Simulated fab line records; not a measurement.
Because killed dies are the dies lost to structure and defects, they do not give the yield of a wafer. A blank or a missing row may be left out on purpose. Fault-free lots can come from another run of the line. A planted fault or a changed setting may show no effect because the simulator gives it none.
One fault through the eyes of 2 desks    flow n5Finfet    only its own numbers are on each desk; what lay behind them is given at the end

== AT THE METROLOGY DESK ==
What the gauges read, lot by lot, whatever tool the lot ran on: means of the sampled wafers that have a number. Marked OUT: a lot whose mean sits more than 4 standard deviations from the usual mean, which makes it out of limits; the brackets give that distance. Of its 12 readings 7 are shown: the one that was out of limits first, and those that lie furthest out on some lot.
Columns: A = M1_ILD_THK at N5_BEOL_M1_THK_MEAS_01, usual 79.0 nm; B = DIBL_N at N5_BEOL_M4_RC_MEAS_101, usual 36.5 mV/V; C = DIBL_P at N5_BEOL_M4_RC_MEAS_101, usual 36.9 mV/V; D = IOFF_N at N5_BEOL_M4_RC_MEAS_101, usual 0.17 nA/um; E = IOFF_P at N5_BEOL_M4_RC_MEAS_101, usual 0.22 nA/um; F = ION_P at N5_BEOL_M4_RC_MEAS_101, usual 461 uA/um; G = VT_P at N5_BEOL_M4_RC_MEAS_101, usual -250 mV
lot   first seen here  A                B     C     D     E     F    G
L428  day 6 09:36      77.5             35.9  36.2  0.15  0.21  458  -250
L429  day 6 17:53      80.0             35.6  36.6  0.13  0.20  454  -252
L433  day 7 12:16      79.0             35.9  37.1  0.17  0.21  458  -251
L434  day 7 12:22      78.1             35.7  34.8  0.14  0.22  457  -247
L436  day 8 01:23      83.3             40.2  40.1  0.24  0.32  475  -245
L440  day 9 08:52      84.7 (+4.4) OUT  36.8  37.3  0.17  0.22  464  -250
L445  day 10 11:54     79.2             36.1  36.7  0.16  0.19  456  -252
L446  day 10 15:10     80.2             35.5  35.8  0.15  0.18  449  -252
L447  day 11 01:25     80.3             37.9  37.7  0.23  0.31  482  -240
L448  day 11 05:02     78.9             37.0  35.8  0.14  0.20  448  -252
L450  day 11 15:01     80.6             41.2  43.5  0.26  0.31  464  -245
Per this desk, out of limits: L440; the first was L440, day 9 11:27 (M1_ILD_THK at N5_BEOL_M1_THK_MEAS_01). In limits: L428, L429, L433, L434, L436, L445, L446, L447, L448, L450.

== AT THE TOOL OWNER'S DESK: pecvd-04 ==
The tool's own readings at N5_BEOL_M1_ILD_DEP_00 (deposits SiOC from DEMS/O2, target thk 79 nm, time 15.3 s): means of the sampled wafers that have a number, for each lot that ran on this tool. Marked OUT: a lot whose mean sits more than 4 standard deviations from the usual mean, which makes it out of limits; the brackets give that distance.
Columns: A = heaterPowerW at N5_BEOL_M1_ILD_DEP_00, usual 506 W; B = showerheadPlenumPTorr at N5_BEOL_M1_ILD_DEP_00, usual 5.701 Torr; C = throttleValvePct at N5_BEOL_M1_ILD_DEP_00, usual 11.9 %
lot   first seen here  A    B      C
L434  day 7 16:50      431  5.699  12.2
L436  day 8 06:49      422  5.697  12.5
L440  day 9 11:23      429  5.705  13.0
L450  day 11 20:34     442  5.698  12.1
This desk found nothing out of limits on any of the 4 lots.

== PUT TOGETHER ==
L440 would have let the metrology desk raise an alarm at day 9 11:27.
Nothing out of limits was seen by the tool owner's desk.
The tool owner's desk has L440 on record, within its limits.
On pecvd-04, each named lot ran N5_BEOL_M1_ILD_DEP_00.

== WHAT THE SIMULATOR HAD PUT IN ==
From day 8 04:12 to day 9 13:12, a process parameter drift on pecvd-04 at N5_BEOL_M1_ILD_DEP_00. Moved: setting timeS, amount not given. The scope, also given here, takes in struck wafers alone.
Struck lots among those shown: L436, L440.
Per desk, hours elapsed from the start of the fault to the first reading out of limits: for the metrology desk, 31.
